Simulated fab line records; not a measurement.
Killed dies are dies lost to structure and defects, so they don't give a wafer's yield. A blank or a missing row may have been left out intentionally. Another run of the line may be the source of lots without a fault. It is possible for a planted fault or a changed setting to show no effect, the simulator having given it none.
Matching of chambers | flow n5-finfet | 4 sister chambers for N5_BEOL_M4_DESCUM_16 on rie-diel-02
The step chemistry O2, time 7 s. 4 wafers are shown with their chamber, then 10 later ones without.

EACH WAFER AND ITS CHAMBER
wafer  | chamber | showerhead-plenum-p-Torr (Torr)
L089.3 | 0       | 2.12
L089.5 | 2       | 2.21
L090.1 | 3       | 2.06
L090.2 | 1       | 2.06

WAFERS WITHOUT THEIR CHAMBER
wafer  | showerhead-plenum-p-Torr (Torr)
L090.4 | 2.12
L092.3 | 2.06
L092.4 | 2.12
L092.5 | 2.20
L096.3 | 2.06
L096.5 | 2.12
L096.6 | 2.06
L097.1 | 2.06
L097.3 | 2.12
L097.5 | 2.06

EACH ONE'S CHAMBER
wafer  | from the rows above     | in truth
L090.4 | 0                       | 0
L092.3 | can't be placed: 1 or 3 | 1
L092.4 | 0                       | 0
L092.5 | 2                       | 2
L096.3 | can't be placed: 1 or 3 | 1
L096.5 | 0                       | 0
L096.6 | can't be placed: 1 or 3 | 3
L097.1 | can't be placed: 1 or 3 | 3
L097.3 | 0                       | 0
L097.5 | can't be placed: 1 or 3 | 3
Correct placement for 5 of the 10. Can't be placed from these rows: 5 (the true chamber is among the candidates in 5). 0 placed wrongly.
How it was worked out, from the rows above alone: a wafer's distance from a chamber is the root of the sum, over the readings, of the square of ((its reading less the chamber's mean) divided by the reading's scatter). The wafer belongs to the nearest chamber; if the next one is less than 2 further off, it can't be placed. The mean given for a chamber averages the wafers shown for that chamber. The scatter (one wafer shown for each chamber): square how far every hidden wafer sits from the nearest shown wafer, average those squares and take the square root.
